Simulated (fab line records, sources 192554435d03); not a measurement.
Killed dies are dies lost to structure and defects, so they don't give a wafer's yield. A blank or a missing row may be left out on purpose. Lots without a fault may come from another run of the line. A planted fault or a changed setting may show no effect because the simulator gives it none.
fab line records | flow n5_finfet
record lots=7 wafers=21
route steps=1938 shown DUMMY_GATE@225 SD_EPI_N@268 SDB@347 HKMG_FIN@424
start_h: hours from the record's first day to the start of the lot's first wafer shown | wait_h: hours since the lot's step before | " the same as in the row above | L1.1+2: a row that stands for several wafers | - no value, or no start given | * or withheld: withheld | < > ~ a bound
route shown NAME@n: a module of which the file shows steps, and the number in the route of the first | usual: mean/standard deviation of fault-free wafers | same: alike in all rows | chamber/n: place in a boat | sites: the reading at each site | _std_site: their standard deviation | _edge_site: outer sites' mean less inner sites' | radius_mm: how far each site lies from the wafer's centre | mask NAME#n: copy n | behind: the tool/chamber that last shaped the wafer | hold: why the lot was held/for how many hours/how that ended | device: the transistor (n, p or np) that didn't switch | end of line: the same wafers' tests at the end of the route | a step without rows: its recipe alone | killed: dies lost to structure and defects at the first sort, not the wafer's yield | map: a wafer's dies, x killed, . not, _ none there
set.NAME: the setting as run; set.NAME@STEP: as run at that earlier step | model.NAME: the simulator's own value behind a step, which no gauge read
lots whose settings were changed on purpose; a table a step, a row a wafer
## steps
# step N5_DUMMY_GATE_COAT_09
# recipe resist=CAR-EUV spin_rpm=1500 resist_thk_nm=30
# columns lot.wafer tool chamber start_h wait_h set.spin_rpm model.CAR-EUV_of_DUMMY_GATE_COAT_09.thk_nm
L075.1 litho_track-01 0 - - 1354 31.6
L075.4 " 0 " " 1500 30
L075.6 " 0 " " 1500 30.2
L076.1 litho_track-02 0 - - 1500 30.2
L076.2+5 " 0 " " 1400 31.2
L084.1+5+6 litho_track-04 0 - - 1500 30.2
L089.3+5 litho_track-02 0 - - 1500 30
L089.6 " 0 " " 1500 30.2
L094.1 litho_track-02 0 - - 1632 28.8
L094.4 " 0 " " 1632 28.6
L094.6 " 0 " " 1500 30
L095.4 litho_track-01 0 - - 1500 30
L095.5+6 " 0 " " 1383 31.2
L097.4 litho_track-01 0 - - 1500 29.8
L097.5+6 " 0 " " 1500 30
# step N5_DUMMY_GATE_EBR_11
# recipe solvent=PGMEA ebr_width_mm=1.5
# step N5_DUMMY_GATE_SOFTBAKE_10
# recipe temp_c=110 time_s=60 resist=CAR-EUV
# step N5_DUMMY_GATE_EXPOSE_12
# recipe mask_id=GATE na=0.33 source_shape=annular sigma_inner=0.2 sigma_outer=0.6 polarization=unpolarized target_cd_nm=25 dose_mj=34
# step N5_DUMMY_GATE_PEB_13
# recipe peb_temp_c=100 peb_time_s=60 resist=CAR-EUV
# step N5_DUMMY_GATE_DEVELOP_14
# recipe develop_time_s=30 developer=TMAH resist=CAR-EUV rinse_liquid=surfactant_rinse dry=air_spin dev_temp_c=23
# columns lot.wafer tool chamber start_h wait_h set.spin_rpm@DUMMY_GATE_COAT_09 model.CAR-EUV_of_DUMMY_GATE_COAT_09.thk_nm
L075.1 litho_track-02 0 - - 1354 31
L075.4+6 " 0 " " 1500 29.6
L076.1 litho_track-02 0 - - 1500 29.6
L076.2+5 " 0 " " 1400 30.6
L084.1+6 litho_track-02 0 - - 1500 29.8
L084.5 " 0 " " 1500 29.6
L089.3+5+6 litho_track-04 0 - - 1500 29.6
L094.1 litho_track-04 0 - - 1632 28.4
L094.4 " 0 " " 1632 28.2
L094.6 " 0 " " 1500 29.4
L095.4 litho_track-02 0 - - 1500 29.6
L095.5+6 " 0 " " 1383 30.8
L097.4+5+6 litho_track-02 0 - - 1500 29.4
# step N5_DUMMY_GATE_DESCUM_20
# recipe chemistry=O2 time_s=6.2 source_power_w=50 bias_power_w=20 pressure_mtorr=20 rf_frequency_hz=2.712e+07 temp_c=40 resist=CAR-EUV o2_flow_sccm=225
# step N5_DUMMY_GATE_ETCH_29
# recipe chemistry=N2/H2 target=underlayer target_depth_a=130 ion_energy_ev=200 pressure_mtorr=30 source_w=840 bias_w=150 n2_flow_sccm=200 h2_flow_sccm=200
# columns lot.wafer tool chamber start_h wait_h set.spin_rpm@DUMMY_GATE_COAT_09 model.CAR-EUV_of_DUMMY_GATE_COAT_09.thk_nm
L075.1 rie_diel-01 0 54.68 0.0 1354 20.6
L075.4 " 1 " " 1500 18.6
L075.6 " 2 " " 1500 18.8
L076.1 rie_diel-03 3 59.16 0.0 1500 18.8
L076.2+5 " 2,3 " " 1400 19.8
L084.1+5 rie_diel-01 3,2 106.91 0.0 1500 19
L084.6 " 1 " " 1500 18.8
L089.3+5+6 rie_diel-01 0,3,0 137.35 0.0 1500 19
L094.1 rie_diel-01 0 168.28 0.0 1632 17.6
L094.4 " 1 " " 1632 17.4
L094.6 " 1 " " 1500 18.6
L095.4 rie_diel-02 2 175.15 0.0 1500 19
L095.5+6 " 3,2 " " 1383 20.2
L097.4 rie_diel-02 0 185.56 0.0 1500 19.4
L097.5 " 2 " " 1500 19
L097.6 " 1 " " 1500 18.8
# step N5_DUMMY_GATE_ETCH_36
# recipe chemistry=CF4 target=SiARC target_depth_a=130 pressure_mtorr=40 source_w=545 bias_w=36 Ar_flow_sccm=100 cf4_flow_sccm=100 ion_energy_ev=80
# columns lot.wafer tool chamber start_h wait_h set.spin_rpm@DUMMY_GATE_COAT_09 model.CAR-EUV_of_DUMMY_GATE_COAT_09.thk_nm
L075.1 rie_diel-01 0 54.72 0.0 1354 13.2
L075.4 " 1 " " 1500 10.8
L075.6 " 2 " " 1500 11.2
L076.1 rie_diel-03 3 59.20 0.0 1500 11.2
L076.2 " 2 " " 1400 12
L076.5 " 3 " " 1400 12.2
L084.1 rie_diel-01 3 106.95 0.0 1500 11.4
L084.5 " 2 " " 1500 11.2
L084.6 " 1 " " 1500 11
L089.3 rie_diel-01 0 137.39 0.0 1500 11.6
L089.5+6 " 3,0 " " 1500 11.4
L094.1 rie_diel-01 0 168.32 0.0 1632 10
L094.4 " 1 " " 1632 9.6
L094.6 " 1 " " 1500 11
L095.4 rie_diel-02 2 175.19 0.0 1500 11.4
L095.5 " 3 " " 1383 12.8
L095.6 " 2 " " 1383 12.6
L097.4 rie_diel-02 0 185.60 0.0 1500 12.4
L097.5 " 2 " " 1500 11.6
L097.6 " 1 " " 1500 11.2
# step N5_SD_EPI_N_PEB_07
# recipe peb_temp_c=110 peb_time_s=60 resist=CAR-ArF-block
# columns lot.wafer tool chamber start_h wait_h set.peb_temp_c
L075.1+4 litho_track-03 0 56.97 0.1 111
L075.6 " 0 " " 110
L076.1+5 litho_track-02 0 61.35 0.1 110
L076.2 " 0 " " 112.3
L084.1 litho_track-05 0 108.91 0.1 111.2
L084.5+6 " 0 " " 110
L089.3+5+6 litho_track-03 0 139.41 0.0 110
L094.1+4+6 litho_track-03 0 170.34 0.1 110
L095.4+5 litho_track-03 0 177.19 0.0 112.8
L095.6 " 0 " " 110
L097.4+5+6 litho_track-02 0 188.20 0.0 110
# step N5_SD_EPI_N_DEVELOP_08
# recipe develop_time_s=30 developer=TMAH resist=CAR-ArF-block dev_temp_c=23 rinse_liquid=diw dry=air_spin
# step N5_SD_EPI_N_CD_MEAS_09
# recipe target_cd_nm=120 landing_energy_ev=500 detector=se_inlens
# usual cd_nm=120.7/0.93
# columns lot.wafer tool chamber start_h wait_h set.peb_temp_c@SD_EPI_N_PEB_07 cd_nm
L075.1 cd_sem-01 0 57.04 - 111 123.8
L075.4 " 0 " " 111 123.4
L075.6 " 0 " " 110 121.1
L076.1 cd_sem-01 0 61.42 - 110 120.6
L076.2 " 0 " " 112.3 125.3
L076.5 " 0 " " 110 122.0
L084.1 cd_sem-01 0 108.97 - 111.2 121.7
L084.5 " 0 " " 110 120.0
L084.6 " 0 " " 110 119.4
L089.3 cd_sem-03 0 139.48 - 110 121.1
L089.5 " 0 " " 110 121.4
L089.6 " 0 " " 110 121.6
L094.1 cd_sem-01 0 170.40 - 110 121.1
L094.4 " 0 " " 110 120.3
L094.6 " 0 " " 110 121.5
L095.4 cd_sem-01 0 177.25 - 112.8 128.6
L095.5 " 0 " " 112.8 128.1
L095.6 " 0 " " 110 120.8
L097.4 cd_sem-03 0 188.27 - 110 121.1
L097.5 " 0 " " 110 121.2
L097.6 " 0 " " 110 121.7
# step N5_SD_EPI_N_DESCUM_14
# recipe chemistry=O2 time_s=7.9 source_power_w=50 bias_power_w=20 pressure_mtorr=20 rf_frequency_hz=2.712e+07 temp_c=40 resist=CAR-ArF-block o2_flow_sccm=225
# columns lot.wafer tool chamber start_h wait_h set.peb_temp_c@SD_EPI_N_PEB_07 model.SD_EPI_N.cd_nm
L075.1 rie_diel-05 2 57.13 0.0 111 124.2
L075.4 " 2 " " 111 123.8
L075.6 " 3 " " 110 121
L076.1 rie_diel-06 0 61.53 0.1 110 120.6
L076.2 " 1 " " 112.3 125.2
L076.5 " 1 " " 110 122
L084.1 rie_diel-06 3 109.06 0.0 111.2 121.6
L084.5 " 2 " " 110 120
L084.6 " 1 " " 110 119.4
L089.3 rie_diel-05 2 139.56 0.0 110 120.4
L089.5 " 1 " " 110 121.2
L089.6 " 0 " " 110 121
L094.1 rie_diel-06 2 170.71 0.3 110 121.2
L094.4 " 0 " " 110 120
L094.6 " 0 " " 110 121.4
L095.4 rie_diel-06 1 177.87 0.6 112.8 128.8
L095.5 " 2 " " 112.8 128.2
L095.6 " 1 " " 110 120.8
L097.4 rie_diel-05 2 188.49 0.2 110 121.2
L097.5 " 0 " " 110 120.8
L097.6 " 2 " " 110 122.2
# step N5_SDB_HM_DEP_00
# recipe material=SiNx target_thk_a=400 temp_c=400 precursor=SiH4/NH3/N2 pressure_torr=1.5 rf_w=300 time_s=35.3
# columns lot.wafer tool chamber start_h wait_h set.time_s model.SiNx_of_SDB_HM_DEP_00.thk_nm
L075.1+4 pecvd-01 0,2 72.81 0.0 35.3 39.4
L075.6 " 1 " " 30.42 34.4
L076.1 pecvd-01 1 76.75 0.0 31.48 35.6
L076.2 " 2 " " 31.48 35.2
L076.5 " 1 " " 31.48 36.6
L084.1 pecvd-04 1 124.81 0.0 35.3 40
L084.5 " 1 " " 39 45
L084.6 " 0 " " 39 45.6
L089.3 pecvd-04 0 157.43 0.0 35.3 39.8
L089.5 " 0 " " 35.3 40.6
L089.6 " 2 " " 35.3 39.6
L094.1 pecvd-01 0 188.68 0.0 30.64 34.8
L094.4 " 1 " " 35.3 40.4
L094.6 " 0 " " 30.64 35
L095.4+6 pecvd-03 2,0 193.69 0.1 35.3 41
L095.5 " 1 " " 39.48 46
L097.4 pecvd-03 1 206.51 0.1 35.3 40.4
L097.5 " 2 " " 32.19 36.6
L097.6 " 0 " " 35.3 40.6
# step N5_SDB_COAT_05
# recipe resist=CAR-ArF spin_rpm=1500 resist_thk_nm=90
# columns lot.wafer tool chamber start_h wait_h set.spin_rpm model.CAR-ArF_of_SDB_COAT_05.thk_nm
L075.1 litho_track-02 0 - - 1500 90.4
L075.4 " 0 " " 1500 90.2
L075.6 " 0 " " 1373 94.4
L076.1 litho_track-02 0 - - 1500 89.6
L076.2 " 0 " " 1500 89.4
L076.5 " 0 " " 1438 91.6
L084.1+6 litho_track-02 0 - - 1500 90.2
L084.5 " 0 " " 1500 90.6
L089.3+6 litho_track-02 0 - - 1500 90
L089.5 " 0 " " 1500 90.2
L094.1 litho_track-05 0 - - 1656 85.6
L094.4 " 0 " " 1500 90
L094.6 " 0 " " 1500 90.2
L095.4+5 litho_track-02 0 - - 1500 90.4
L095.6 " 0 " " 1657 85.8
L097.4 litho_track-05 0 - - 1500 90.2
L097.5 " 0 " " 1404 93.6
L097.6 " 0 " " 1404 93.4
# step N5_SDB_EBR_07
# recipe solvent=PGMEA ebr_width_mm=1.5
# step N5_SDB_SOFTBAKE_06
# recipe temp_c=110 time_s=60 resist=CAR-ArF
# step N5_SDB_EXPOSE_08
# recipe mask_id=SDB na=1.35 source_shape=conventional sigma_outer=0.5 polarization=unpolarized dose_mj=49.6
# step N5_SDB_PEB_09
# recipe peb_temp_c=withheld peb_time_s=60 resist=CAR-ArF
# step N5_SDB_DEVELOP_10
# recipe develop_time_s=30 developer=TMAH resist=CAR-ArF rinse_liquid=diw dry=air_spin dev_temp_c=23
# columns lot.wafer tool chamber start_h wait_h set.spin_rpm@SDB_COAT_05 model.CAR-ArF_of_SDB_COAT_05.thk_nm
L075.1 litho_track-02 0 - - 1500 88.6
L075.4 " 0 " " 1500 88.4
L075.6 " 0 " " 1373 92.6
L076.1 litho_track-01 0 - - 1500 87.8
L076.2 " 0 " " 1500 87.6
L076.5 " 0 " " 1438 89.8
L084.1+6 litho_track-02 0 - - 1500 88.4
L084.5 " 0 " " 1500 88.8
L089.3+5 litho_track-01 0 - - 1500 88.4
L089.6 " 0 " " 1500 88.2
L094.1 litho_track-02 0 - - 1656 83.8
L094.4 " 0 " " 1500 88.4
L094.6 " 0 " " 1500 88.6
L095.4 litho_track-02 0 - - 1500 88.6
L095.5 " 0 " " 1500 88.8
L095.6 " 0 " " 1657 84.2
L097.4 litho_track-02 0 - - 1500 88.4
L097.5 " 0 " " 1404 92
L097.6 " 0 " " 1404 91.8
# step N5_SDB_DESCUM_16
# recipe chemistry=O2 time_s=7.9 source_power_w=50 bias_power_w=20 pressure_mtorr=20 rf_frequency_hz=2.712e+07 temp_c=40 resist=CAR-ArF o2_flow_sccm=225
# columns lot.wafer tool chamber start_h wait_h set.spin_rpm@SDB_COAT_05 model.CAR-ArF_of_SDB_COAT_05.thk_nm
L075.1 rie_diel-04 1 73.35 0.0 1500 83.8
L075.4 " 0 " " 1500 83.6
L075.6 " 2 " " 1373 87.8
L076.1 rie_diel-04 1 77.29 0.0 1500 83
L076.2 " 0 " " 1500 82.8
L076.5 " 2 " " 1438 85
L084.1+6 rie_diel-05 0,3 125.59 0.3 1500 83.6
L084.5 " 0 " " 1500 84
L089.3+5 rie_diel-04 0,2 158.42 0.5 1500 83.6
L089.6 " 1 " " 1500 83.4
L094.1 rie_diel-06 0 189.46 0.2 1656 79
L094.4 " 1 " " 1500 83.4
L094.6 " 3 " " 1500 83.6
L095.4+5 rie_diel-05 2,1 194.22 0.0 1500 83.8
L095.6 " 0 " " 1657 79.4
L097.4 rie_diel-06 1 207.09 0.2 1500 83.6
L097.5 " 2 " " 1404 87.2
L097.6 " 3 " " 1404 86.6
# step N5_SDB_ETCH_17
# recipe chemistry=CF4 target=SiARC target_depth_a=234 mask_material=CAR-ArF time_s=39 ion_energy_ev=80 pressure_mtorr=40 source_w=545 bias_w=36 Ar_flow_sccm=100 cf4_flow_sccm=100 ends=cleared
# step N5_SDB_ETCH_18
# recipe chemistry=N2/H2 target=SOC target_depth_a=1000 overetch_a=200 mask_material=SiARC temp_c=40 time_s=150 ion_energy_ev=200 pressure_mtorr=30 source_w=840 bias_w=150 n2_flow_sccm=200 h2_flow_sccm=200
# step N5_SDB_STRIP_19
# recipe chemistry=N2/H2 temp_c=40 n2_flow_sccm=200 h2_flow_sccm=200 rf_frequency_hz=6e+07
# step N5_SDB_STRIP_21
# recipe chemistry=CF4 resist=SiARC power_w=300 bias_power_w=75 pressure_mtorr=50 cf4_flow_sccm=150 rf_frequency_hz=6e+07
# step N5_SDB_HM_OPEN_20
# recipe chemistry=CH3F/O2 target=SiNx mask_material=SOC target_depth_a=240 stop_on=poly-Si over_etch_frac=0.4 ion_energy_ev=120 pressure_mtorr=30 source_w=395 bias_w=73 Ar_flow_sccm=150 CH3F_flow_sccm=30 O2_flow_sccm=20
# columns lot.wafer tool chamber start_h wait_h set.time_s@SDB_HM_DEP_00 model.etch.depth_nm
L075.1 rie_diel-04 1 73.58 0.0 35.3 23.35
L075.4 " 0 " " 35.3 23.47
L075.6 " 2 " " 30.42 18.48
L076.1 rie_diel-04 1 77.52 0.0 31.48 19.68
L076.2 " 0 " " 31.48 19.15
L076.5 " 2 " " 31.48 20.56
L084.1 rie_diel-05 0 125.82 0.0 35.3 24.02
L084.5 " 0 " " 39 29.1
L084.6 " 3 " " 39 29.59
L089.3 rie_diel-04 0 158.65 0.0 35.3 23.86
L089.5 " 2 " " 35.3 24.5
L089.6 " 1 " " 35.3 23.57
L094.1 rie_diel-06 0 189.69 0.0 30.64 18.89
L094.4 " 1 " " 35.3 24.3
L094.6 " 3 " " 30.64 19.08
L095.4 rie_diel-05 2 194.46 0.0 35.3 24.97
L095.5 " 1 " " 39.48 29.9
L095.6 " 0 " " 35.3 24.9
L097.4 rie_diel-06 1 207.33 0.0 35.3 24.32
L097.5 " 2 " " 32.19 20.54
L097.6 " 3 " " 35.3 24.56
# step N5_SDB_STRIP_22
# recipe chemistry=N2/H2 power_w=1000 temp_c=250 h2_frac=0.65 overash_fraction=0.3 pressure_mtorr=withheld n2_flow_sccm=1750 h2_flow_sccm=3250
# step N5_SDB_PRECLEAN_23
# recipe chemistry=dHF time_s=30 temp_c=25 dilution=withheld
# columns lot.wafer tool chamber start_h wait_h set.time_s@SDB_HM_DEP_00 model.SiNx_of_SDB_HM_DEP_00.thk_nm
L075.1 wet_bench-01 4 73.82 0.1 35.3 38.4
L075.4 " 3 " " 35.3 38.6
L075.6 " 7 " " 30.42 33.6
L076.1 wet_bench-06 3 77.75 0.1 31.48 34.8
L076.2 " 0 " " 31.48 34.2
L076.5 " 7 " " 31.48 35.6
L084.1 wet_bench-06 3 126.05 0.1 35.3 39
L084.5 " 6 " " 39 44.2
L084.6 " 1 " " 39 44.6
L089.3 wet_bench-01 5 158.88 0.1 35.3 38.8
L089.5 " 4 " " 35.3 39.6
L089.6 " 7 " " 35.3 38.6
L094.1 wet_bench-05 2 189.92 0.1 30.64 34
L094.4 " 6 " " 35.3 39.4
L094.6 " 1 " " 30.64 34.2
L095.4+6 wet_bench-06 6,7 194.66 0.1 35.3 40
L095.5 " 3 " " 39.48 45
L097.4 wet_bench-05 5 207.53 0.1 35.3 39.4
L097.5 " 1 " " 32.19 35.6
L097.6 " 6 " " 35.3 39.6
# step N5_SDB_CUT_ETCH_26
# recipe chemistry=HBr/Cl2/O2 target=Si target_depth_a=1296 bt_time_s=20 mask_material=SiNx time_s=51.8 ion_energy_ev=* bias_w=* pressure_mtorr=10 icp_w=800 HBr_flow_sccm=150 Cl2_flow_sccm=80 O2_flow_sccm=12
# columns lot.wafer tool chamber start_h wait_h set.icp_w set.time_s@SDB_HM_DEP_00 model.SiNx_of_SDB_HM_DEP_00.thk_nm
L075.1 rie_si-06 0 74.22 0.1 683.5 35.3 22.2
L075.4 " 2 " " 800 35.3 21.2
L075.6 " 0 " " 800 30.42 16.4
L076.1 rie_si-06 0 77.92 0.1 862.8 31.48 17.2
L076.2 " 3 " " 800 31.48 17.8
L076.5 " 3 " " 800 31.48 19.2
L084.1 rie_si-06 3 126.24 0.1 800 35.3 23
L084.5 " 3 " " 704.5 39 28.4
L084.6 " 2 " " 704.5 39 27.8
L089.3 rie_si-06 0 159.03 0.1 800 35.3 22
L089.5 " 3 " " 800 35.3 23.4
L089.6 " 0 " " 800 35.3 21.6
L094.1 rie_si-01 3 190.07 0.1 927 30.64 16.4
L094.4 " 1 " " 800 35.3 22.6
L094.6 " 3 " " 800 30.64 17.2
L095.4 rie_si-04 2 194.88 0.1 906.2 35.3 22.8
L095.5 " 3 " " 800 39.48 28.4
L095.6 " 2 " " 800 35.3 23.4
L097.4 rie_si-01 1 207.71 0.1 800 35.3 22.6
L097.5 " 3 " " 726.2 32.19 19.2
L097.6 " 2 " " 726.2 35.3 23.2
# step N5_HKMG_FIN_COAT_06
# recipe resist=CAR-ArF spin_rpm=1500 resist_thk_nm=90
# columns lot.wafer tool chamber start_h wait_h set.spin_rpm model.CAR-ArF_of_HKMG_FIN_COAT_06.thk_nm
L075.1 litho_track-03 0 - - 1442 92
L075.4 " 0 " " 1442 92.2
L075.6 " 0 " " 1500 90.2
L076.1 litho_track-03 0 - - 1500 89.8
L076.2+5 " 0 " " 1500 90.2
L084.1 litho_track-03 0 - - 1500 90.2
L084.5 " 0 " " 1432 92.2
L084.6 " 0 " " 1432 92.6
L089.3+5+6 litho_track-04 0 - - 1500 90
L094.1+6 litho_track-05 0 - - 1428 92.2
L094.4 " 0 " " 1500 90
L095.4+6 litho_track-04 0 - - 1500 89.6
L095.5 " 0 " " 1500 89.8
L097.4+5 litho_track-03 0 - - 1500 90.4
L097.6 " 0 " " 1500 90.2
## key
split step=N5_DUMMY_GATE_COAT_09 setting=spin_rpm stated=1500 by=wafer
response step=N5_DUMMY_GATE_COAT_09 reading=model.CAR-EUV_of_DUMMY_GATE_COAT_09.thk_nm change=-0.152 per=1% r=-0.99
response step=N5_DUMMY_GATE_DEVELOP_14 reading=model.CAR-EUV_of_DUMMY_GATE_COAT_09.thk_nm change=-0.142 per=1% r=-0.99
response step=N5_DUMMY_GATE_ETCH_29 reading=model.CAR-EUV_of_DUMMY_GATE_COAT_09.thk_nm change=-0.159 per=1% r=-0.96
response step=N5_DUMMY_GATE_ETCH_36 reading=model.CAR-EUV_of_DUMMY_GATE_COAT_09.thk_nm change=-0.173 per=1% r=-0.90
split step=N5_SD_EPI_N_PEB_07 setting=peb_temp_c stated=110 by=wafer
response step=N5_SD_EPI_N_CD_MEAS_09 reading=cd_nm change=+2.48 per=1% r=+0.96
response step=N5_SD_EPI_N_DESCUM_14 reading=model.SD_EPI_N.cd_nm change=+2.53 per=1% r=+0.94
split step=N5_SDB_HM_DEP_00 setting=time_s stated=35.3 by=wafer
response step=N5_SDB_HM_DEP_00 reading=model.SiNx_of_SDB_HM_DEP_00.thk_nm change=+0.42 per=1% r=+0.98
response step=N5_SDB_HM_OPEN_20 reading=model.etch.depth_nm change=+0.415 per=1% r=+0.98
response step=N5_SDB_PRECLEAN_23 reading=model.SiNx_of_SDB_HM_DEP_00.thk_nm change=+0.415 per=1% r=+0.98
response step=N5_SDB_CUT_ETCH_26 reading=model.SiNx_of_SDB_HM_DEP_00.thk_nm change=+0.431 per=1% r=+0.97
split step=N5_SDB_COAT_05 setting=spin_rpm stated=1500 by=wafer
response step=N5_SDB_COAT_05 reading=model.CAR-ArF_of_SDB_COAT_05.thk_nm change=-0.459 per=1% r=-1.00
response step=N5_SDB_DEVELOP_10 reading=model.CAR-ArF_of_SDB_COAT_05.thk_nm change=-0.466 per=1% r=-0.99
response step=N5_SDB_DESCUM_16 reading=model.CAR-ArF_of_SDB_COAT_05.thk_nm change=-0.453 per=1% r=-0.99
split step=N5_SDB_CUT_ETCH_26 setting=icp_w stated=800 by=wafer
response none clear
split step=N5_HKMG_FIN_COAT_06 setting=spin_rpm stated=1500 by=wafer
response step=N5_HKMG_FIN_COAT_06 reading=model.CAR-ArF_of_HKMG_FIN_COAT_06.thk_nm change=-0.476 per=1% r=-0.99
